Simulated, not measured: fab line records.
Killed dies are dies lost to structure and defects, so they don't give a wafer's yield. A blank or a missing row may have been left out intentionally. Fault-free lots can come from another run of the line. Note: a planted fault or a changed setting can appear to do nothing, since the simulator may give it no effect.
Chamber matching / flow nand_harc / NHARC_P_M1_CMP_23 on cmp-03 has 4 sister chambers
The step polishes, t overpolish 20 s, target thk 157.82 nm. 8 wafers are shown with their chamber, then 9 later ones without.

== EACH WAFER AND ITS CHAMBER ==
wafer=L085.6; chamber=0; motor_current_A (A)=11.8; time_to_endpoint_s (s)=34
wafer=L087.1; chamber=0; motor_current_A (A)=11.7; time_to_endpoint_s (s)=31
wafer=L087.5; chamber=3; motor_current_A (A)=12.1; time_to_endpoint_s (s)=27
wafer=L086.4; chamber=2; motor_current_A (A)=12.1; time_to_endpoint_s (s)=34
wafer=L086.6; chamber=1; motor_current_A (A)=10.6; time_to_endpoint_s (s)=25
wafer=L088.1; chamber=3; motor_current_A (A)=12.2; time_to_endpoint_s (s)=31
wafer=L088.3; chamber=1; motor_current_A (A)=10.7; time_to_endpoint_s (s)=26
wafer=L088.6; chamber=2; motor_current_A (A)=11.7; time_to_endpoint_s (s)=31

== WAFERS MISSING THEIR CHAMBER ==
wafer=L091.2; motor_current_A (A)=11.6; time_to_endpoint_s (s)=33
wafer=L091.5; motor_current_A (A)=11.8; time_to_endpoint_s (s)=29
wafer=L091.6; motor_current_A (A)=11.2; time_to_endpoint_s (s)=22
wafer=L093.2; motor_current_A (A)=11.6; time_to_endpoint_s (s)=25
wafer=L093.4; motor_current_A (A)=11.2; time_to_endpoint_s (s)=21
wafer=L093.5; motor_current_A (A)=12.8; time_to_endpoint_s (s)=31
wafer=L097.3; motor_current_A (A)=11.3; time_to_endpoint_s (s)=23
wafer=L097.4; motor_current_A (A)=11.9; time_to_endpoint_s (s)=26
wafer=L097.5; motor_current_A (A)=11.7; time_to_endpoint_s (s)=31

== WHICH CHAMBER EACH WENT THROUGH ==
wafer=L091.2; from the rows above=can't be placed: 0 or 2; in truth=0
wafer=L091.5; from the rows above=can't be placed: 0 or 2 or 3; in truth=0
wafer=L091.6; from the rows above=1; in truth=1
wafer=L093.2; from the rows above=can't be placed: 0 or 3 or 2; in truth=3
wafer=L093.4; from the rows above=1; in truth=1
wafer=L093.5; from the rows above=can't be placed: 3 or 2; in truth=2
wafer=L097.3; from the rows above=can't be placed: 1 or 0 or 2 or 3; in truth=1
wafer=L097.4; from the rows above=can't be placed: 3 or 2 or 0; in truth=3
wafer=L097.5; from the rows above=can't be placed: 0 or 2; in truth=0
Placed correctly: 2 of 9. From these rows, 7 cannot be placed; in 7 the true chamber is one of the candidates. Wrongly placed: 0.
How it was worked out, from the rows above alone: a wafer's distance from a chamber is the root of the sum, over the readings, of the square of ((its reading less the chamber's mean) divided by the reading's scatter). The wafer belongs to the nearest chamber; if the next one is less than 2 further off, it can't be placed. For every chamber, the mean is computed from those of its wafers that are shown. The scatter is the square root of a quotient: the sum, over the shown wafers, of each reading's squared deviation from its chamber's mean, divided by wafers minus chambers.
